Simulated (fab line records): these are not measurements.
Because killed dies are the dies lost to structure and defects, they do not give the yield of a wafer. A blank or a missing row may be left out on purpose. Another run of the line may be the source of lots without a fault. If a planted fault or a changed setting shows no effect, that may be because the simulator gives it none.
Lot-split experiment + flow n5Finfet + 7 lots, 21 wafers read, on a route of 1938 steps

ABOUT THE SPLIT
At N5_HKMG_FIN_ETCH_54 (etches SiARC in CF4, target depth 45.5 nm, time 75.8 s), the setting sourceW was moved away from the recipe's 545 W on 7 of the 21 wafers read, by -11.6% to +12.6%. This setting was run at the recipe's value on the other wafers.

Reading taken at the split's own step.

THE READING
rfVppV, in V, at N5_HKMG_FIN_ETCH_54 (etches SiARC in CF4, target depth 45.5 nm, time 75.8 s). Typical for fault-free wafers on this fab line: 183.8 V, with standard deviation 1.2 V.

| wafer  | tool, chamber at the split | sourceW as run, W | against the recipe | rfVppV, V | against lot-mates on the recipe |
|--------|----------------------------|-------------------|--------------------|-----------|---------------------------------|
| L079.1 | rieDiel-01, 1              | 497.7             | -8.7%              | 190.1     | +6.3                            |
| L079.3 | rieDiel-01, 3              | 545               | recipe             | 184.7     | -                               |
| L079.5 | rieDiel-01, 0              | 545               | recipe             | 182.8     | -                               |
| L080.2 | rieDiel-05, 0              | 545               | recipe             | 183.6     | -                               |
| L080.4 | rieDiel-05, 2              | 545               | recipe             | 181.9     | -                               |
| L080.5 | rieDiel-05, 1              | 570.4             | +4.7%              | 180.5     | -2.2                            |
| L084.2 | rieDiel-01, 2              | 545               | recipe             | 184.0     | -                               |
| L084.3 | rieDiel-01, 1              | 545               | recipe             | 184.0     | -                               |
| L084.4 | rieDiel-01, 3              | 613.4             | +12.6%             | 177.4     | -6.6                            |
| L089.2 | rieDiel-04, 1              | 545               | recipe             | 182.3     | -                               |
| L089.3 | rieDiel-04, 0              | 545               | recipe             | 184.7     | -                               |
| L089.6 | rieDiel-04, 0              | 545               | recipe             | 184.8     | -                               |
| L091.3 | rieDiel-05, 3              | 481.7             | -11.6%             | 193.1     | +10.6                           |
| L091.5 | rieDiel-05, 3              | 481.7             | -11.6%             | 194.0     | +11.5                           |
| L091.6 | rieDiel-05, 2              | 545               | recipe             | 182.5     | -                               |
| L096.1 | rieDiel-04, 0              | 507.5             | -6.9%              | 189.7     | +5.5                            |
| L096.4 | rieDiel-04, 3              | 545               | recipe             | 184.1     | -                               |
| L096.5 | rieDiel-04, 2              | 545               | recipe             | 184.3     | -                               |
| L097.2 | rieDiel-05, 3              | 488.6             | -10.3%             | 191.7     | +8.8                            |
| L097.4 | rieDiel-05, 2              | 545               | recipe             | 182.6     | -                               |
| L097.6 | rieDiel-05, 0              | 545               | recipe             | 183.2     | -                               |

FIT RESULTS
A straight line over all 21 wafers: rfVppV changes by -0.729 V for each +1% of sourceW; r = -0.96; the points scatter about the line by 1.2 V.
The same after taking each lot's own level away (the mean of its wafers on the recipe; 21 wafers): -0.766 V for each +1%; r = -0.97; scatter 1.1 V.
That fit puts the effect of the largest move of sourceW on the reading at 9.6 V.
From 182.50 to 184.20 V: that is the span of the lots' own levels, equal to 1.4 times the standard deviation above.
The two slopes are in agreement: the lot-to-lot level therefore moves the slope only a little.
Check: with one of the wafers moved furthest among these (+12.6%) left out of the fit, the line predicts -10.6 V for it against its lot-mates. Against them it came out at -6.6 V.
Tool readings at the split's step, against how far the setting was moved: rfVppV r = -0.96.

THESE WAFERS: OTHER SPLITS
Note: prior to the reading, these wafers also went through further splits. Each is held against what the fit with the lots' levels taken away leaves over:
| other split on the same wafers           | wafers away from the commonest value | r with rfVppV (lot level and that fit taken away) |
|------------------------------------------|--------------------------------------|---------------------------------------------------|
| N5_WELL_APT_EXPOSE_05 doseMj             | 5                                    | -0.41                                             |
| N5_WELL_APT_DESCUM_13 timeS              | 7                                    | +0.08                                             |
| N5_PMOS_HMC_CHANNEL_EPI_EXPOSE_06 doseMj | 7                                    | -0.17                                             |
| N5_PMOS_HMC_CHANNEL_EPI_PEB_07 pebTimeS  | 7                                    | -0.17                                             |
| N5_SD_EPI_N_ETCH_45 targetDepthA         | 8                                    | -0.01                                             |
| N5_SD_EPI_P_PEB_07 pebTimeS              | 7                                    | -0.29                                             |
| N5_SD_EPI_P_ETCH_37 sourceW              | 9                                    | -0.42                                             |

THE FILE'S OWN FIT
rfVppV changes by -0.744 V for each +1% of sourceW, r = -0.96.
